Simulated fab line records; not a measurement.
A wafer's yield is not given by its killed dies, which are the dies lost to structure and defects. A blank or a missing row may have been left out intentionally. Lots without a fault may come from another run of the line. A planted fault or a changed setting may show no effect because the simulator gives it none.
Which tool did it? + flow n5_finfet + 10 lots with 30 wafers sampled at 5 steps, on a route of 1938 steps

## WHAT THE GAUGES READ, wafer by wafer
N5_BEOL_M2_OCD_MEAS_38.
| lot  | measured     | on     | trench_depth_nm (nm) |
|------|--------------|--------|----------------------|
| L882 | day 6 14:20  | ocd-02 | 54.8 55.2 55.3       |
| L883 | day 7 02:24  | ocd-01 | 55.4 56.8 57.6       |
| L885 | day 7 05:40  | ocd-01 | 56.6 57.4 56.3       |
| L888 | day 8 04:59  | ocd-01 | 57.3 56.6 57.8       |
| L889 | day 8 13:02  | ocd-02 | 57.1 57.4 57.7       |
| L891 | day 8 16:22  | ocd-01 | 56.6 54.9 55.2       |
| L892 | day 9 05:38  | ocd-01 | 55.8 54.8 55.8       |
| L893 | day 9 18:11  | ocd-01 | 54.8 54.3 55.0       |
| L895 | day 9 18:47  | ocd-02 | 54.9 55.6 53.9       |
| L903 | day 11 21:53 | ocd-02 | 54.7 54.3 54.3       |

N5_BEOL_M4_RC_MEAS_101.
| lot  | measured     | on        | DIBL_N (mV/V)  | DIBL_P (mV/V)  | IOFF_N (nA/um)    | IOFF_P (nA/um) | ION_N (uA/um) | ION_P (uA/um) | SS_N (mV/dec)  | SS_P (mV/dec)  | VT_N (mV)         | VT_P (mV)      |
|------|--------------|-----------|----------------|----------------|-------------------|----------------|---------------|---------------|----------------|----------------|-------------------|----------------|
| L882 | day 7 12:11  | prober-02 | 38.6 34.9 38.5 | 39.9 35.0 39.9 | 0.204 0.135 0.213 | 0.24 0.17 0.25 | 683 662 679   | 463 455 466   | 73.2 71.3 71.6 | 74.1 73.5 74.3 | 247.3 250.8 244.0 | -249 -256 -247 |
| L883 | day 8 02:38  | prober-01 | 37.6 37.3 38.0 | 39.4 37.8 39.2 | 0.203 0.181 0.197 | 0.29 0.25 0.28 | 694 679 679   | 475 466 470   | 71.2 71.3 71.7 | 74.3 73.5 74.9 | 245.8 249.1 247.4 | -247 -248 -246 |
| L885 | day 8 13:56  | prober-02 | 36.8 37.9 37.9 | 36.8 38.8 37.6 | 0.162 0.184 0.190 | 0.26 0.29 0.26 | 690 689 704   | 482 479 486   | 71.3 71.8 71.9 | 73.5 74.2 73.5 | 248.8 249.6 246.3 | -246 -242 -246 |
| L888 | day 9 06:04  | prober-01 | 35.4 35.5 35.6 | 37.0 37.0 37.2 | 0.167 0.166 0.183 | 0.22 0.21 0.22 | 671 680 684   | 469 463 470   | 71.3 71.8 71.2 | 74.0 72.8 73.4 | 247.2 245.1 244.9 | -249 -248 -247 |
| L889 | day 9 15:16  | prober-02 | 39.4 37.6 37.8 | 37.8 36.6 37.7 | 0.201 0.169 0.178 | 0.25 0.23 0.25 | 695 684 695   | 471 466 478   | 71.9 72.0 72.0 | 74.3 73.3 73.8 | 248.2 250.7 247.1 | -249 -246 -243 |
| L891 | day 9 17:22  | prober-01 | 38.6 35.1 37.7 | 40.4 36.2 38.2 | 0.222 0.148 0.178 | 0.23 0.16 0.20 | 688 680 673   | 457 458 457   | 71.9 70.8 72.5 | 74.1 72.7 73.5 | 245.8 249.5 249.2 | -253 -257 -254 |
| L892 | day 10 00:07 | prober-02 | 40.3 36.5 38.9 | 41.8 36.5 41.4 | 0.264 0.150 0.217 | 0.28 0.18 0.27 | 698 660 677   | 468 452 467   | 72.5 70.7 72.4 | 74.9 74.0 74.1 | 243.8 251.1 244.8 | -250 -253 -249 |
| L893 | day 10 21:23 | prober-01 | 35.2 34.9 33.5 | 34.7 33.7 31.6 | 0.149 0.131 0.115 | 0.19 0.18 0.15 | 680 663 658   | 466 459 449   | 71.2 71.7 71.1 | 73.7 73.0 72.5 | 248.8 252.6 254.1 | -253 -254 -255 |
| L895 | day 11 02:07 | prober-02 | 34.3 36.4 35.6 | 32.5 34.9 34.2 | 0.132 0.166 0.152 | 0.19 0.22 0.21 | 662 676 670   | 465 470 461   | 70.9 71.2 71.0 | 73.3 73.4 74.0 | 250.2 247.7 249.4 | -251 -250 -250 |
| L903 | day 13 00:08 | prober-02 | 39.5 36.3 37.7 | 39.8 36.0 37.7 | 0.233 0.149 0.182 | 0.28 0.21 0.23 | 712 687 695   | 478 472 476   | 71.8 71.4 72.2 | 74.5 73.2 73.2 | 244.4 250.9 248.9 | -247 -249 -250 |

## WHICH TOOL RAN EACH LOT (tool, then ch and the chambers of the sampled wafers, then the start)
| lot  | N5_BEOL_M2_STRIP_36                | N5_BEOL_M2_ALD_84                   | N5_BEOL_M2_SPUTTER_79        |
|------|------------------------------------|-------------------------------------|------------------------------|
| L882 | rie_diel-01 ch 1,2, day 6 14:08    | ald_metal-02 ch 0,2,3, day 6 15:13  | pvd_sputter-01, day 6 16:02  |
| L883 | rie_diel-02 ch 0,1,2, day 7 02:13  | ald_metal-02 ch 0,2, day 7 02:44    | pvd_sputter-02, day 7 03:36  |
| L885 | rie_diel-02 ch 1,2, day 7 05:28    | ald_metal-02 ch 0,2,3, day 7 06:11  | pvd_sputter-02, day 7 06:52  |
| L888 | rie_diel-02 ch 0,2,3, day 8 04:47  | ald_metal-02 ch 0,1,2, day 8 05:52  | pvd_sputter-03, day 8 06:37  |
| L889 | rie_diel-02 ch 2,3, day 8 12:50    | ald_metal-01 ch 1,3, day 8 13:40    | pvd_sputter-01, day 8 14:26  |
| L891 | rie_diel-02 ch 0,1, day 8 16:10    | ald_metal-02 ch 1,3, day 8 16:59    | pvd_sputter-03, day 8 17:56  |
| L892 | rie_diel-02 ch 0,1,3, day 9 05:26  | ald_metal-02 ch 0,1,2, day 9 06:07  | pvd_sputter-03, day 9 06:56  |
| L893 | rie_diel-01 ch 0,1, day 9 17:59    | ald_metal-02 ch 0,1, day 9 18:58    | pvd_sputter-02, day 9 19:38  |
| L895 | rie_diel-01 ch 0,2,3, day 9 18:35  | ald_metal-02 ch 2,3, day 9 19:11    | pvd_sputter-01, day 9 19:56  |
| L903 | rie_diel-01 ch 0,1,2, day 11 21:42 | ald_metal-01 ch 1,2,3, day 11 22:30 | pvd_sputter-03, day 11 23:11 |
- N5_BEOL_M2_STRIP_36: strips in N2/H2.
- N5_BEOL_M2_ALD_84: deposits TaN, pulse time 2 s, purge time 3 s, co reactant purge time 2 s.
- N5_BEOL_M2_SPUTTER_79: material Cu, target thk 4.5 nm, time 8.29 s.

## WHAT THE TOOLS THEMSELVES READ (means of the sampled wafers that have a number; where no wafer has one, the mark that the record gives instead)
N5_BEOL_M2_STRIP_36.
| lot  | tool        | drypump_motor_current_A (A) | h2_flow_sccm (sccm) | oes_product_au (a.u.) | power_w (W) | rf_vpp_V (V) | showerhead_plenum_p_Torr (Torr) | throttle_valve_pct (%) |
|------|-------------|-----------------------------|---------------------|-----------------------|-------------|--------------|---------------------------------|------------------------|
| L882 | rie_diel-01 | 5.8                         | 201.1               | 0.71                  | 449.9       | 57.9         | 2.55                            | 24.0                   |
| L883 | rie_diel-02 | 5.9                         | 199.7               | 0.88                  | 449.2       | 58.2         | 2.59                            | 23.6                   |
| L885 | rie_diel-02 | 6.2                         | 199.8               | 0.84                  | 450.5       | 58.9         | 2.51                            | 23.4                   |
| L888 | rie_diel-02 | 5.8                         | 200.5               | 0.93                  | 451.4       | 58.9         | 2.60                            | 23.6                   |
| L889 | rie_diel-02 | 6.0                         | 200.0               | 0.97                  | 449.8       | 59.7         | 2.52                            | 23.5                   |
| L891 | rie_diel-02 | 6.0                         | 200.2               | 0.81                  | 450.2       | 59.0         | 2.53                            | 23.5                   |
| L892 | rie_diel-02 | 6.0                         | 200.5               | 0.87                  | 450.7       | 58.1         | 2.54                            | 23.5                   |
| L893 | rie_diel-01 | 4.8                         | 199.6               | 0.72                  | 450.6       | 59.2         | 2.49                            | 23.8                   |
| L895 | rie_diel-01 | 5.4                         | 200.1               | 0.84                  | 451.0       | 57.5         | 2.52                            | 23.5                   |
| L903 | rie_diel-01 | 5.3                         | 199.9               | 0.76                  | 450.6       | 58.7         | 2.51                            | 23.8                   |

N5_BEOL_M2_ALD_84.
| lot  | tool         | chamber_pressure_Torr (Torr) | heater_power_w (W) |
|------|--------------|------------------------------|--------------------|
| L882 | ald_metal-02 | 3.002                        | 388                |
| L883 | ald_metal-02 | 3.002                        | 392                |
| L885 | ald_metal-02 | 3.000                        | 388                |
| L888 | ald_metal-02 | 3.002                        | 397                |
| L889 | ald_metal-01 | 2.998                        | 366                |
| L891 | ald_metal-02 | 3.000                        | 391                |
| L892 | ald_metal-02 | 3.006                        | 392                |
| L893 | ald_metal-02 | 3.001                        | 401                |
| L895 | ald_metal-02 | 3.002                        | 387                |
| L903 | ald_metal-01 | 3.007                        | 377                |

N5_BEOL_M2_SPUTTER_79.
| lot  | tool           | throttle_valve_pct (%) |
|------|----------------|------------------------|
| L882 | pvd_sputter-01 | 29.9                   |
| L883 | pvd_sputter-02 | 30.3                   |
| L885 | pvd_sputter-02 | 30.3                   |
| L888 | pvd_sputter-03 | 29.9                   |
| L889 | pvd_sputter-01 | 30.2                   |
| L891 | pvd_sputter-03 | 29.9                   |
| L892 | pvd_sputter-03 | 29.9                   |
| L893 | pvd_sputter-02 | 29.4                   |
| L895 | pvd_sputter-01 | 30.2                   |
| L903 | pvd_sputter-03 | 30.2                   |

## THE ANSWER, worked out from the rows above alone
Rule: what is usual is taken from the lots themselves. The widest of any qualifying gaps counts: lots, ordered by their means at a reading, are off when they make up no more than a third of the lots, leave a main group of 4 or more, and stand apart from it by 3 or more times the standard deviation of that group's means. If all means in a main group match to the digits the tables above print for the reading, that group is not used. Also off: a lot with no number at a reading for which 4 or more lots have one. The other lots that the step has rows for count as sound. Order of review: gauges by route order, followed by the tools' own readings, for which a lot's mean as printed above is used. The first step at which some lot is off is used, and at that step the reading that is off furthest; a lot without a number counts as furthest.
Off: L893, L895, seen at N5_BEOL_M4_RC_MEAS_101 (DIBL_P). The main group: mean 38.2 mV/V, standard deviation 0.83.
If a tool, at a process step before that reading, ran all the lots that are off and no sound lot after the first of them, it fits. The gauges at N5_BEOL_M4_RC_MEAS_101 aren't tried: what is off there is off at N5_BEOL_M2_STRIP_36 too, on other tools, and a gauge's error can't cause that. One fits: ald_metal-02 at N5_BEOL_M2_ALD_84. Its last sound lot is L892 (day 9 06:07), its first lot that is off L893 (day 9 18:58): a fault that began between those two fits.

## WHAT HAD BEEN PUT IN BY THE SIMULATOR
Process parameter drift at N5_BEOL_M2_ALD_84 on ald_metal-02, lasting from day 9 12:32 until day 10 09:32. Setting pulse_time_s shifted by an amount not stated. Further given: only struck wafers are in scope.
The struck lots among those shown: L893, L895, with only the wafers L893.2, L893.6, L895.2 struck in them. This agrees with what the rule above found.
